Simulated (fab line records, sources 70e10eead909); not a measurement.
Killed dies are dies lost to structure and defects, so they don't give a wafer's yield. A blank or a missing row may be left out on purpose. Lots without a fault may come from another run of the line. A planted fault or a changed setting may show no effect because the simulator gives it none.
Chamber matching | flow nand_harc | NHARC_A_ONON_D1_DEP_33 on pecvd-01: 3 sister chambers
The step deposits SiO2, target thk 200 nm. 16 wafers are shown with their chamber, then 8 later ones without.

WAFERS WITH THEIR CHAMBER
wafer  | chamber | throttle_valve_pct (%) | heater_power_w (W) | heater_power_outer_w (W)
L841.3 | 0       | 16.2                   | 490                | 285
L841.4 | 1       | 15.2                   | 635                | 348
L841.5 | 2       | 16.1                   | 465                | 229
L843.1 | 0       | 16.2                   | 450                | 243
L843.3 | 1       | 15.3                   | 609                | 334
L843.4 | 2       | 16.2                   | 520                | 258
L846.1 | 2       | 16.1                   | 602                | 318
L846.3 | 0       | 16.3                   | 399                | 207
L846.6 | 2       | 15.9                   | 605                | 333
L845.1 | 0       | 16.4                   | 501                | 280
L845.3 | 2       | 16.3                   | 492                | 249
L845.4 | 1       | 15.3                   | 577                | 307
L848.1 | 0       | 16.5                   | 401                | 214
L848.2 | 2       | 16.4                   | 591                | 309
L848.4 | 1       | 15.2                   | 611                | 329
L850.1 | 1       | 15.2                   | 622                | 351

SIGNATURES (means of the wafers above)
reading              | chamber 0 | chamber 1 | chamber 2 | scatter within a chamber
throttle_valve_pct   | 16.320    | 15.240    | 16.167    | 0.134
heater_power_w       | 448.20    | 610.80    | 545.83    | 47.9
heater_power_outer_w | 245.80    | 333.80    | 282.67    | 34.6
Rule: a wafer's distance from a chamber is the root of the sum, over the readings, of the square of ((its reading less the chamber's mean) divided by the reading's scatter). The wafer belongs to the nearest chamber; if the next one is less than 2 further off, it can't be placed. The scatter: the root of (the sum of the squares of (reading less its chamber's mean) over the shown wafers, divided by (wafers less chambers)).

WAFERS WITHOUT THEIR CHAMBER
wafer  | throttle_valve_pct (%) | heater_power_w (W) | heater_power_outer_w (W)
L850.4 | 16.3                   | 471                | 260
L850.5 | 15.2                   | 626                | 358
L862.3 | 15.2                   | 530                | 284
L862.4 | 15.1                   | 566                | 297
L862.6 | 16.4                   | 511                | 263
L861.1 | 15.5                   | 403                | 198
L861.2 | 16.5                   | 509                | 268
L861.3 | 14.9                   | 629                | 347

WHICH CHAMBER EACH WENT THROUGH
wafer  | from the rows above          | in truth
L850.4 | can't be placed: 0 or 2      | 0
L850.5 | 1                            | 1
L862.3 | 1                            | 1
L862.4 | 1                            | 1
L862.6 | can't be placed: 0 or 2      | 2
L861.1 | can't be placed: 1 or 2 or 0 | 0
L861.2 | can't be placed: 0 or 2      | 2
L861.3 | 1                            | 1
Placed correctly: 4 of 8. Can't be placed from these rows: 4 (the true chamber is among the candidates in 4). Placed wrongly: 0.
